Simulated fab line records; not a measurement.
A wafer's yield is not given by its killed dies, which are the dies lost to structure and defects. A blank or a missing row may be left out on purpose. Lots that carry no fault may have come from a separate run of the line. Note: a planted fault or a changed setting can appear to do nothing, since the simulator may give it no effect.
Comparing a struck lot with a sound one | flow nand-harc | 14 out of 1302 route steps
Sound: the wafers L635.1, L635.5, L635.6. Struck: wafer L644.3; the same lot's L644.5 was not struck, so it is left out; see the end for the cause.
For every step that has rows: the tool of each side, followed by ch and its chambers, followed by its first start. Under that, the readings that differ: sound wafers | struck wafers | difference of the means | sigmas: that difference in standard deviations of wafers without a fault.
alike: readings whose means differ by less than 2 such deviations, and words and numbers that are the same on both sides. not compared: withheld readings, readings that some wafer has no value for, bounds like >300 that may hide the same value, and numbers for which the record gives no deviation and whose values overlap.
A row with sigmas, a row that says differs or no value, or rows on one side alone: a step with any of these is where the two part. When numbers do not overlap yet have no deviation, they are printed without sigmas and do not part them. A reading that every wafer of one side lacks parts them only if that side has two wafers or more.

first, 1 step without rows for these wafers: NHARC_A_M0_DEVELOP_08 (develop time 35 s).
NHARC_A_M0_CD_MEAS_09: target cd 80 nm.
  sound on cd-sem-01 ch 0, day 25 00:19; struck on cd-sem-02 ch 0, day 28 06:33
  reading    | sound          | struck | difference | sigmas
  cd-nm (nm) | 79.6 79.0 79.1 | 81.2   | +2.0       | +2
NHARC_A_M0_OVL_MEAS_10: pitch 160 nm.
  sound on overlay-02, day 25 00:25; struck on overlay-01, day 28 06:38
  alike: overlay-x-nm, overlay-y-nm
NHARC_A_M0_INSPECT_11:
  sound on defect-inspect-02, day 25 00:27; struck on defect-inspect-02, day 28 06:40
  alike: raw-defect-count
NHARC_A_M0_DESCUM_14: chemistry O2, time 3 s.
  sound on rie-diel-08 ch 0,1,2, day 25 00:32; struck on rie-diel-08 ch 1, day 28 06:44
  alike: drypump-motor-current-A, oes-product-au, rf-vpp-V, showerhead-plenum-p-Torr, throttle-valve-pct
  not compared: rf-hours-counter-h
then, 1 step without rows for these wafers: NHARC_A_M0_ETCH_34 (etches the open film in N2/H2, target depth 40 nm, overetch 12 nm, time 43.94 s).
NHARC_A_M0_ETCH_15: etches the open film in C4F8/Ar, target depth 150 nm, overetch 15 nm, time 82.5 s.
  sound on rie-diel-08 ch 1,2,3; struck on rie-diel-08 ch 1
  reading               | sound             | struck | difference | sigmas
  oes-product-au (a.u.) | 0.961 0.963 0.973 | 0.910  | -0.056     | -3
  alike: rf-vpp-V
  not compared: rf-hours-counter-h
NHARC_A_M0_CD_MEAS_16:
  sound on cd-sem-01, day 25 00:49; struck on cd-sem-02, day 28 07:02
  alike: cd-nm
NHARC_A_M0_STRIP_18: strips in N2/H2.
  sound on rie-diel-07 ch 0,2,3, day 25 00:58; struck on rie-diel-05 ch 1, day 28 07:10
  reading               | sound             | struck | difference | sigmas
  oes-product-au (a.u.) | 0.991 1.002 0.997 | 1.021  | +0.024     | +2
  alike: drypump-motor-current-A, rf-vpp-V, showerhead-plenum-p-Torr, throttle-valve-pct
  not compared: rf-hours-counter-h
then, 1 step without rows for these wafers: NHARC_A_M0_STRIP_19 (strips in post etch residue remover, time 600 s).
NHARC_A_M0_DEGAS_28: time 60 s.
  sound on pvd-sputter-01, day 25 01:26; struck on pvd-sputter-01, day 28 07:40
  alike: heater-power-w
then, 1 step without rows for these wafers: NHARC_A_M0_PRE_CLEAN_29 (time 30 s).
NHARC_A_M0_PVD_20: deposits TaN, target thk 5 nm, time 8.06 s.
  sound on pvd-sputter-01, day 25 01:32; struck on pvd-sputter-01, day 28 07:46
  reading    | sound          | struck | difference | sigmas
  time-s (s) | 8.06 8.06 8.06 | 10.053 | +1.993     |
  alike: cathode-dc-power-W, throttle-valve-pct
NHARC_A_M0_PVD_21: deposits Cu, target thk 30 nm, time 20.49 s.
  sound on pvd-sputter-01; struck on pvd-sputter-01
  alike: cathode-dc-power-W, throttle-valve-pct
  not compared: time-s

## WHERE THEY PART
At NHARC_A_M0_CD_MEAS_09 first; at NHARC_A_M0_STRIP_18 last (within this record only). Later steps at which nothing parts them and some readings are alike: NHARC_A_M0_DEGAS_28, NHARC_A_M0_PVD_20, NHARC_A_M0_PVD_21.

WHY: what the simulator had put in
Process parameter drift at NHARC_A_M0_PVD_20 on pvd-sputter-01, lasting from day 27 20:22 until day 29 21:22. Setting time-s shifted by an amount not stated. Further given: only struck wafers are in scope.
